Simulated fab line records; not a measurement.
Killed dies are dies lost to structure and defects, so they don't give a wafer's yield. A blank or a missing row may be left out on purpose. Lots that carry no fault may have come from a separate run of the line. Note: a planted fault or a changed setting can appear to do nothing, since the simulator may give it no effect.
Matching of chambers :: flow nand_harc :: NHARC_P_M0_PRE_CLEAN_31 on pecvd-02 has 3 sister chambers
The step time 12 s. 20 wafers are shown with their chamber, then 10 later ones without.

## EACH WAFER AND ITS CHAMBER
wafer: L074.1
chamber: 1
heater_power_w (W): 661
heater_power_outer_w (W): 381

wafer: L074.3
chamber: 0
heater_power_w (W): 724
heater_power_outer_w (W): 444

wafer: L074.4
chamber: 1
heater_power_w (W): 635
heater_power_outer_w (W): 393

wafer: L075.1
chamber: 2
heater_power_w (W): 559
heater_power_outer_w (W): 324

wafer: L075.3
chamber: 0
heater_power_w (W): 734
heater_power_outer_w (W): 449

wafer: L075.5
chamber: 1
heater_power_w (W): 582
heater_power_outer_w (W): 342

wafer: L080.1
chamber: 0
heater_power_w (W): 651
heater_power_outer_w (W): 391

wafer: L080.4
chamber: 0
heater_power_w (W): 652
heater_power_outer_w (W): 387

wafer: L080.5
chamber: 2
heater_power_w (W): 543
heater_power_outer_w (W): 324

wafer: L082.4
chamber: 2
heater_power_w (W): 560
heater_power_outer_w (W): 343

wafer: L082.5
chamber: 1
heater_power_w (W): 651
heater_power_outer_w (W): 390

wafer: L082.6
chamber: 0
heater_power_w (W): 696
heater_power_outer_w (W): 426

wafer: L088.1
chamber: 2
heater_power_w (W): 559
heater_power_outer_w (W): 322

wafer: L088.3
chamber: 0
heater_power_w (W): 744
heater_power_outer_w (W): 449

wafer: L088.4
chamber: 1
heater_power_w (W): 627
heater_power_outer_w (W): 357

wafer: L090.2
chamber: 0
heater_power_w (W): 726
heater_power_outer_w (W): 437

wafer: L090.4
chamber: 2
heater_power_w (W): 598
heater_power_outer_w (W): 376

wafer: L090.5
chamber: 0
heater_power_w (W): 713
heater_power_outer_w (W): 446

wafer: L091.1
chamber: 1
heater_power_w (W): 638
heater_power_outer_w (W): 380

wafer: L091.3
chamber: 2
heater_power_w (W): 646
heater_power_outer_w (W): 388

SIGNATURES (averages over the wafers above)
reading: heater_power_w
chamber 0: 705.00
chamber 1: 632.33
chamber 2: 577.50
scatter within a chamber: 34.4

reading: heater_power_outer_w
chamber 0: 428.62
chamber 1: 373.83
chamber 2: 346.17
scatter within a chamber: 25.2
Rule: distance of a wafer from a chamber = root of the sum over the readings of ((wafer's reading minus chamber's mean) / reading's scatter) squared. The wafer belongs to the nearest chamber; if the next one is less than 2 further off, it can't be placed. The scatter: take each reading less its chamber's mean, square it, sum over the shown wafers, divide by the number of wafers less the number of chambers, and take the root.

## WAFERS MISSING THEIR CHAMBER
wafer: L091.4
heater_power_w (W): 643
heater_power_outer_w (W): 368

wafer: L092.1
heater_power_w (W): 563
heater_power_outer_w (W): 332

wafer: L092.4
heater_power_w (W): 643
heater_power_outer_w (W): 374

wafer: L092.6
heater_power_w (W): 658
heater_power_outer_w (W): 383

wafer: L093.2
heater_power_w (W): 618
heater_power_outer_w (W): 357

wafer: L093.4
heater_power_w (W): 620
heater_power_outer_w (W): 353

wafer: L093.6
heater_power_w (W): 613
heater_power_outer_w (W): 366

wafer: L095.2
heater_power_w (W): 620
heater_power_outer_w (W): 394

wafer: L095.4
heater_power_w (W): 625
heater_power_outer_w (W): 385

wafer: L095.6
heater_power_w (W): 658
heater_power_outer_w (W): 390

## THE CHAMBER EACH PASSED THROUGH
wafer: L091.4
from the rows above: can't be placed: 1 or 2
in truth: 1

wafer: L092.1
from the rows above: can't be placed: 2 or 1
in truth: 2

wafer: L092.4
from the rows above: can't be placed: 1 or 2
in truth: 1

wafer: L092.6
from the rows above: can't be placed: 1 or 0 or 2
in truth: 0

wafer: L093.2
from the rows above: can't be placed: 1 or 2
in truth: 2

wafer: L093.4
from the rows above: can't be placed: 1 or 2
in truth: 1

wafer: L093.6
from the rows above: can't be placed: 1 or 2
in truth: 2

wafer: L095.2
from the rows above: can't be placed: 1 or 2 or 0
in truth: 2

wafer: L095.4
from the rows above: can't be placed: 1 or 2
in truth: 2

wafer: L095.6
from the rows above: can't be placed: 1 or 0 or 2
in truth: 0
Placed correctly: 0 of 10. Cannot be placed on the basis of these rows: 10; the candidates contain the true chamber in 10. Placed wrongly: 0.
